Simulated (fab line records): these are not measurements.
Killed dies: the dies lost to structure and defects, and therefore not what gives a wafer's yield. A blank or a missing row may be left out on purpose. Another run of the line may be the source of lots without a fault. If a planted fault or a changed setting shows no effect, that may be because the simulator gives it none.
Split-lot experiment :: flow n5_finfet :: 39 wafers read from 7 lots, route of 1938 steps

== THE SPLIT ITSELF ==
At N5_PASSIVATION_ETCH_54 (etches SiO2 in CHF3/O2, target depth 880 nm, time 440 s), the setting time_s was moved away from the recipe's 440 s on 15 of the 39 wafers read, by -39.5% to +59.6%. For the rest of the wafers, this setting stayed at what the recipe calls for.

The reading comes from the split's own step.

== THE READING ==
PASSIVATION.feature_depth_nm (the simulator's own value, which no gauge read), in nm, at N5_PASSIVATION_ETCH_54 (etches SiO2 in CHF3/O2, target depth 880 nm, time 440 s). The file does not state a usual value for it. Average 881.1 nm, standard deviation 12 nm, over the 24 wafers here run with the recipe.

wafer: L077.1
tool, chamber at the split: rie_diel-02, 0
time_s as run, s: 440
against the recipe: recipe
PASSIVATION.feature_depth_nm, nm: 875.2
against lot-mates on the recipe: -

wafer: L077.2
tool, chamber at the split: rie_diel-02, 3
time_s as run, s: 440
against the recipe: recipe
PASSIVATION.feature_depth_nm, nm: 867.6
against lot-mates on the recipe: -

wafer: L077.3
tool, chamber at the split: rie_diel-02, 1
time_s as run, s: 440
against the recipe: recipe
PASSIVATION.feature_depth_nm, nm: 870.8
against lot-mates on the recipe: -

wafer: L077.4
tool, chamber at the split: rie_diel-02, 2
time_s as run, s: 440
against the recipe: recipe
PASSIVATION.feature_depth_nm, nm: 895.4
against lot-mates on the recipe: -

wafer: L077.5
tool, chamber at the split: rie_diel-02, 0
time_s as run, s: 440
against the recipe: recipe
PASSIVATION.feature_depth_nm, nm: 883
against lot-mates on the recipe: -

wafer: L077.6
tool, chamber at the split: rie_diel-02, 1
time_s as run, s: 440
against the recipe: recipe
PASSIVATION.feature_depth_nm, nm: 868.8
against lot-mates on the recipe: -

wafer: L076.1
tool, chamber at the split: rie_diel-01, 3
time_s as run, s: 622.5
against the recipe: +41.5%
PASSIVATION.feature_depth_nm, nm: 1245
against lot-mates on the recipe: +374.1

wafer: L076.2
tool, chamber at the split: rie_diel-01, 0
time_s as run, s: 440
against the recipe: recipe
PASSIVATION.feature_depth_nm, nm: 884.2
against lot-mates on the recipe: -

wafer: L076.3
tool, chamber at the split: rie_diel-01, 2
time_s as run, s: 440
against the recipe: recipe
PASSIVATION.feature_depth_nm, nm: 876
against lot-mates on the recipe: -

wafer: L076.4
tool, chamber at the split: rie_diel-01, 1
time_s as run, s: 440
against the recipe: recipe
PASSIVATION.feature_depth_nm, nm: 852.6
against lot-mates on the recipe: -

wafer: L076.5
tool, chamber at the split: rie_diel-01, 3
time_s as run, s: 622.5
against the recipe: +41.5%
PASSIVATION.feature_depth_nm, nm: 1241
against lot-mates on the recipe: +370.1

wafer: L076.6
tool, chamber at the split: rie_diel-01, 2
time_s as run, s: 622.5
against the recipe: +41.5%
PASSIVATION.feature_depth_nm, nm: 1242
against lot-mates on the recipe: +371.1

wafer: L085.1
tool, chamber at the split: rie_diel-06, 3
time_s as run, s: 702.1
against the recipe: +59.6%
PASSIVATION.feature_depth_nm, nm: 1451
against lot-mates on the recipe: +562.3

wafer: L085.2
tool, chamber at the split: rie_diel-06, 1
time_s as run, s: 440
against the recipe: recipe
PASSIVATION.feature_depth_nm, nm: 874.4
against lot-mates on the recipe: -

wafer: L085.3
tool, chamber at the split: rie_diel-06, 2
time_s as run, s: 702.1
against the recipe: +59.6%
PASSIVATION.feature_depth_nm, nm: 1393
against lot-mates on the recipe: +504.3

wafer: L085.4
tool, chamber at the split: rie_diel-06, 0
time_s as run, s: 440
against the recipe: recipe
PASSIVATION.feature_depth_nm, nm: 894
against lot-mates on the recipe: -

wafer: L085.5
tool, chamber at the split: rie_diel-06, 0
time_s as run, s: 702.1
against the recipe: +59.6%
PASSIVATION.feature_depth_nm, nm: 1435
against lot-mates on the recipe: +546.3

wafer: L085.6
tool, chamber at the split: rie_diel-06, 3
time_s as run, s: 440
against the recipe: recipe
PASSIVATION.feature_depth_nm, nm: 897.8
against lot-mates on the recipe: -

wafer: L086.1
tool, chamber at the split: rie_diel-01, 0
time_s as run, s: 440
against the recipe: recipe
PASSIVATION.feature_depth_nm, nm: 892.2
against lot-mates on the recipe: -

wafer: L086.2
tool, chamber at the split: rie_diel-01, 1
time_s as run, s: 623.9
against the recipe: +41.8%
PASSIVATION.feature_depth_nm, nm: 1217
against lot-mates on the recipe: +336.7

wafer: L086.3
tool, chamber at the split: rie_diel-01, 2
time_s as run, s: 623.9
against the recipe: +41.8%
PASSIVATION.feature_depth_nm, nm: 1250
against lot-mates on the recipe: +369.7

wafer: L086.4
tool, chamber at the split: rie_diel-01, 3
time_s as run, s: 623.9
against the recipe: +41.8%
PASSIVATION.feature_depth_nm, nm: 1271
against lot-mates on the recipe: +390.7

wafer: L086.5
tool, chamber at the split: rie_diel-01, 2
time_s as run, s: 440
against the recipe: recipe
PASSIVATION.feature_depth_nm, nm: 889.2
against lot-mates on the recipe: -

wafer: L086.6
tool, chamber at the split: rie_diel-01, 1
time_s as run, s: 440
against the recipe: recipe
PASSIVATION.feature_depth_nm, nm: 859.4
against lot-mates on the recipe: -

wafer: L090.1
tool, chamber at the split: rie_diel-02, 2
time_s as run, s: 440
against the recipe: recipe
PASSIVATION.feature_depth_nm, nm: 893.6
against lot-mates on the recipe: -

wafer: L090.2
tool, chamber at the split: rie_diel-02, 3
time_s as run, s: 266.1
against the recipe: -39.5%
PASSIVATION.feature_depth_nm, nm: 525.4
against lot-mates on the recipe: -358.3

wafer: L090.3
tool, chamber at the split: rie_diel-02, 0
time_s as run, s: 266.1
against the recipe: -39.5%
PASSIVATION.feature_depth_nm, nm: 532.8
against lot-mates on the recipe: -350.9

wafer: L090.4
tool, chamber at the split: rie_diel-02, 2
time_s as run, s: 440
against the recipe: recipe
PASSIVATION.feature_depth_nm, nm: 884.6
against lot-mates on the recipe: -

wafer: L090.5
tool, chamber at the split: rie_diel-02, 3
time_s as run, s: 266.1
against the recipe: -39.5%
PASSIVATION.feature_depth_nm, nm: 526.2
against lot-mates on the recipe: -357.5

wafer: L090.6
tool, chamber at the split: rie_diel-02, 0
time_s as run, s: 440
against the recipe: recipe
PASSIVATION.feature_depth_nm, nm: 873
against lot-mates on the recipe: -

wafer: L091.2
tool, chamber at the split: rie_diel-06, 1
time_s as run, s: 440
against the recipe: recipe
PASSIVATION.feature_depth_nm, nm: 875.2
against lot-mates on the recipe: -

wafer: L091.4
tool, chamber at the split: rie_diel-06, 0
time_s as run, s: 440
against the recipe: recipe
PASSIVATION.feature_depth_nm, nm: 896.6
against lot-mates on the recipe: -

wafer: L091.5
tool, chamber at the split: rie_diel-06, 1
time_s as run, s: 440
against the recipe: recipe
PASSIVATION.feature_depth_nm, nm: 873
against lot-mates on the recipe: -

wafer: L093.1
tool, chamber at the split: rie_diel-01, 3,0
time_s as run, s: 440
against the recipe: recipe
PASSIVATION.feature_depth_nm, nm: 886.2
against lot-mates on the recipe: -

wafer: L093.3
tool, chamber at the split: rie_diel-01, 3,0
time_s as run, s: 440
against the recipe: recipe
PASSIVATION.feature_depth_nm, nm: 886.2
against lot-mates on the recipe: -

wafer: L093.2
tool, chamber at the split: rie_diel-01, 2
time_s as run, s: 614.7
against the recipe: +39.7%
PASSIVATION.feature_depth_nm, nm: 1243
against lot-mates on the recipe: +353.1

wafer: L093.4
tool, chamber at the split: rie_diel-01, 1
time_s as run, s: 614.7
against the recipe: +39.7%
PASSIVATION.feature_depth_nm, nm: 1218
against lot-mates on the recipe: +328.1

wafer: L093.5
tool, chamber at the split: rie_diel-01, 2
time_s as run, s: 614.7
against the recipe: +39.7%
PASSIVATION.feature_depth_nm, nm: 1242
against lot-mates on the recipe: +352.1

wafer: L093.6
tool, chamber at the split: rie_diel-01, 3
time_s as run, s: 440
against the recipe: recipe
PASSIVATION.feature_depth_nm, nm: 897.4
against lot-mates on the recipe: -
Where a row lists several chambers, the file gives one row for several wafers and doesn't say which wafer went through which chamber.

FIT RESULTS
A straight line over all 39 wafers: PASSIVATION.feature_depth_nm changes by +8.94 nm for each +1% of time_s; r = +1.00; the points scatter about the line by 15 nm.
The same after taking each lot's own level away (the mean of its wafers on the recipe; 39 wafers): +8.92 nm for each +1%; r = +1.00; scatter 14 nm.
Per that fit: largest time_s move, reading shift of 5.3e+02 nm.
The span of the lots' own levels, 870.93 to 889.93 nm, comes to 1.6 times the standard deviation stated above.
Consequently the slope shifts little with the lot-to-lot level, the two slopes agreeing.
Check: for one of the wafers moved furthest among these (+59.6%), held out of the fit, the line's prediction against its lot-mates is +526 nm. It came out at +562 nm against them.

== THE WHOLE CHAIN: every reading that the file lists as answering this split, in the file's order ==
step: N5_PASSIVATION_ETCH_54
what it does: etches SiO2 in CHF3/O2, target depth 880 nm, time 440 s
reading: etch.depth_nm (the simulator's own value, which no gauge read)
change (the file's fit): +8.91 nm for each +1% of the setting
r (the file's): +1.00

step: N5_PASSIVATION_ETCH_54
what it does: etches SiO2 in CHF3/O2, target depth 880 nm, time 440 s
reading: PASSIVATION.feature_depth_nm (the simulator's own value, which no gauge read)
change (the file's fit): +8.91 nm for each +1% of the setting
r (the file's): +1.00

== FILE'S OWN FIT ==
PASSIVATION.feature_depth_nm changes by +8.91 nm for each +1% of time_s, r = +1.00.
